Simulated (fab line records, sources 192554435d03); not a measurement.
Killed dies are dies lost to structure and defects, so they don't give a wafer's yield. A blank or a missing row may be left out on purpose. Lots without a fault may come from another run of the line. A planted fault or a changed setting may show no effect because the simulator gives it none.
One fault seen from 2 desks | flow n5_finfet | each desk has only its own numbers; what lay behind them comes last

THE METROLOGY DESK
What the gauges read, lot by lot, whatever tool the lot ran on: means of the sampled wafers that have a number. A lot is out of limits, marked OUT, if its mean lies more than 4 standard deviations from the usual mean; the brackets give that distance. Of its 10 readings 7 are shown: those that lie furthest out on some lot.
Columns: A = DIBL_N at N5_BEOL_M4_RC_MEAS_101, usual 36.0 mV/V; B = DIBL_P at N5_BEOL_M4_RC_MEAS_101, usual 36.0 mV/V; C = IOFF_N at N5_BEOL_M4_RC_MEAS_101, usual 0.155 nA/um; D = IOFF_P at N5_BEOL_M4_RC_MEAS_101, usual 0.20 nA/um; E = ION_N at N5_BEOL_M4_RC_MEAS_101, usual 672 uA/um; F = ION_P at N5_BEOL_M4_RC_MEAS_101, usual 461 uA/um; G = VT_P at N5_BEOL_M4_RC_MEAS_101, usual -251.0 mV
lot  | first seen here | A    | B    | C     | D    | E   | F   | G
L422 | day 8 12:22     | 34.9 | 34.5 | 0.130 | 0.16 | 665 | 451 | -255.5
L423 | day 8 17:25     | 35.1 | 34.1 | 0.118 | 0.18 | 664 | 461 | -252.2
L425 | day 8 19:07     | 39.1 | 39.8 | 0.208 | 0.27 | 694 | 473 | -246.8
L433 | day 10 21:57    | 36.0 | 35.2 | 0.151 | 0.20 | 671 | 463 | -251.9
L431 | day 11 00:58    | 35.4 | 36.6 | 0.148 | 0.21 | 675 | 467 | -249.5
L432 | day 11 04:49    | 34.7 | 34.8 | 0.151 | 0.21 | 677 | 464 | -249.7
L437 | day 12 00:05    | 35.5 | 37.0 | 0.151 | 0.20 | 679 | 464 | -253.5
L445 | day 13 23:31    | 37.1 | 35.7 | 0.166 | 0.22 | 669 | 458 | -249.7
L443 | day 14 00:02    | 33.6 | 33.1 | 0.129 | 0.18 | 668 | 463 | -251.0
This desk's finding: nothing out of limits on any of the 9 lots.

THE TOOL OWNER'S DESK: rie_metal-03
The tool's own readings at N5_GATE_CUT_ETCH_56 (etches TiN in Cl2/Ar, target depth 21.6 nm): means of the sampled wafers that have a number, for each lot that ran on this tool. A lot is out of limits, marked OUT, if its mean lies more than 4 standard deviations from the usual mean; the brackets give that distance.
Columns: A = drypump_motor_current_A at N5_GATE_CUT_ETCH_56, usual 5.7 A; B = oes_ar_750_au at N5_GATE_CUT_ETCH_56, usual 0.78 a.u.; C = oes_product_au at N5_GATE_CUT_ETCH_56, usual 0.78 a.u.; D = rf_fwd_power_W at N5_GATE_CUT_ETCH_56, usual 596.1 W; E = throttle_valve_pct at N5_GATE_CUT_ETCH_56, usual 20.80 %
lot  | first seen here | A   | B    | C    | D               | E
L422 | day 4 10:36     | 5.0 | 0.78 | 0.78 | 596.8           | 20.77
L423 | day 4 16:43     | 5.0 | 0.78 | 0.78 | 594.5           | 20.76
L431 | day 6 16:13     | 5.9 | 0.53 | 0.61 | 451.8 (-76) OUT | 20.71
L437 | day 8 08:35     | 5.5 | 0.55 | 0.63 | 450.2 (-77) OUT | 20.81
L445 | day 10 10:08    | 5.1 | 0.74 | 0.75 | 596.1           | 20.80
This desk's finding: out of limits on L431, L437; first on L431, day 6 16:13 (rf_fwd_power_W at N5_GATE_CUT_ETCH_56). In limits: L422, L423, L445.

PUT TOGETHER
The tool owner's desk could have raised an alarm at day 6 16:13, on L431, L437.
The metrology desk saw nothing out of limits.
The metrology desk has L431, L437 on record, within its limits.
Of the lots named, all ran N5_GATE_CUT_ETCH_56 on rie_metal-03.

WHAT THE SIMULATOR HAD PUT IN
Process parameter drift: rie_metal-03, from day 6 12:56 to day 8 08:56, at N5_GATE_CUT_ETCH_56. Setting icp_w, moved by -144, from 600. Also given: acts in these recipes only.
Lots struck among those shown: L431, L437.
Hours from the fault's start to each desk's first reading out of limits: the tool owner's desk, 3.
